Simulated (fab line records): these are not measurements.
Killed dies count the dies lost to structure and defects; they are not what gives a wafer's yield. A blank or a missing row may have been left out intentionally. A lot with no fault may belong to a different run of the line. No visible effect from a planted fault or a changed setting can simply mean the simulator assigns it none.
One fault seen from 3 desks -- flow n5-finfet -- each desk has only its own numbers; what lay behind them comes last

## THE DEFECT DESK
Counts from the inspections along the route, per lot, as means over the sampled wafers that have a number. Marked OUT: a lot whose mean sits more than 4 standard deviations from the usual mean, which makes it out of limits; the brackets give that distance.
Columns: A = raw-defect-count at N5_BEOL_M15_INSPECT_55, usual 68
lot,first seen here,A
L344,day 12 17:12,54
L345,day 12 23:41,106
L346,day 13 10:04,67
L350,day 14 08:13,83
L353,day 14 20:11,59
L354,day 15 01:00,62
L351,day 15 04:13,48
L355,day 15 04:21,33
L356,day 16 22:46,67
L357,day 17 06:22,70
L359,day 17 13:46,59
L360,day 18 11:31,69
Finding of this desk: none of the 12 lots has anything out of limits.

## METROLOGY DESK
Means of the sampled wafers that have a number, per lot and without regard to the tool the lot ran on: this is what the gauges read. Marked OUT: a lot whose mean sits more than 4 standard deviations from the usual mean, which makes it out of limits; the brackets give that distance.
Columns: A = M15_RS at N5_BEOL_M15_RS_MEAS_54, usual 0.0217 ohm/sq
lot,first seen here,A
L344,day 12 17:10,0.0216
L345,day 12 23:40,0.0216
L346,day 13 10:03,0.0222
L350,day 14 08:11,0.0217
L353,day 14 20:10,0.0217
L354,day 15 00:58,0.0212
L351,day 15 04:11,0.0217
L355,day 15 04:19,0.0218
L356,day 16 22:44,0.0215
L357,day 17 06:20,0.0223
L359,day 17 13:44,0.0224
L360,day 18 11:29,0.0219
Finding of this desk: none of the 12 lots has anything out of limits.

## AT THE TOOL OWNER'S DESK: pvd-sputter-01
The tool's own readings at N5_BEOL_M15_SPUTTER_43 (material TaN, target thk 15 nm, time 24.19 s): means of the sampled wafers that have a number, for each lot that ran on this tool. Marked OUT: a lot whose mean sits more than 4 standard deviations from the usual mean, which makes it out of limits; the brackets give that distance.
Columns: A = cathode-dc-power-W at N5_BEOL_M15_SPUTTER_43, usual 15000 W; B = susceptor-temp-C at N5_BEOL_M15_SPUTTER_43, usual 50.00 C; C = throttle-valve-pct at N5_BEOL_M15_SPUTTER_43, usual 30.2 %
lot,first seen here,A,B,C
L344,day 12 15:56,14999,49.91,28.7
L350,day 14 06:57,14388 (-99 or more) OUT,49.94,29.7
L353,day 14 18:55,14388 (-99 or more) OUT,50.03,29.6
L354,day 14 23:42,14391 (-99 or more) OUT,50.00,29.7
L351,day 15 02:56,14388 (-99 or more) OUT,49.94,29.9
L360,day 18 10:15,14997,50.17,29.8
This desk's finding: out of limits on L350, L351, L353, L354; first on L350, day 14 06:57 (cathode-dc-power-W at N5_BEOL_M15_SPUTTER_43). L344, L360 stayed within limits.

## PUT TOGETHER
At day 14 06:57, on L350, L351, L353, L354, the tool owner's desk was in a position to raise an alarm.
The defect desk saw nothing out of limits.
Nothing out of limits was seen by the metrology desk.
The defect desk has L350, L351, L353, L354 on record, within its limits.
The metrology desk has L350, L351, L353, L354 on record, within its limits.
The lots listed all ran N5_BEOL_M15_SPUTTER_43 on pvd-sputter-01.

## WHAT HAD BEEN PUT IN BY THE SIMULATOR
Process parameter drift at N5_BEOL_M15_SPUTTER_43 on pvd-sputter-01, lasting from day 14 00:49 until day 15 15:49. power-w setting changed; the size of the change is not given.
Shown lots that were struck: L350, L351, L353, L354.
Delay in hours, fault start to first out-of-limits reading, by desk: the tool owner's desk at 6.
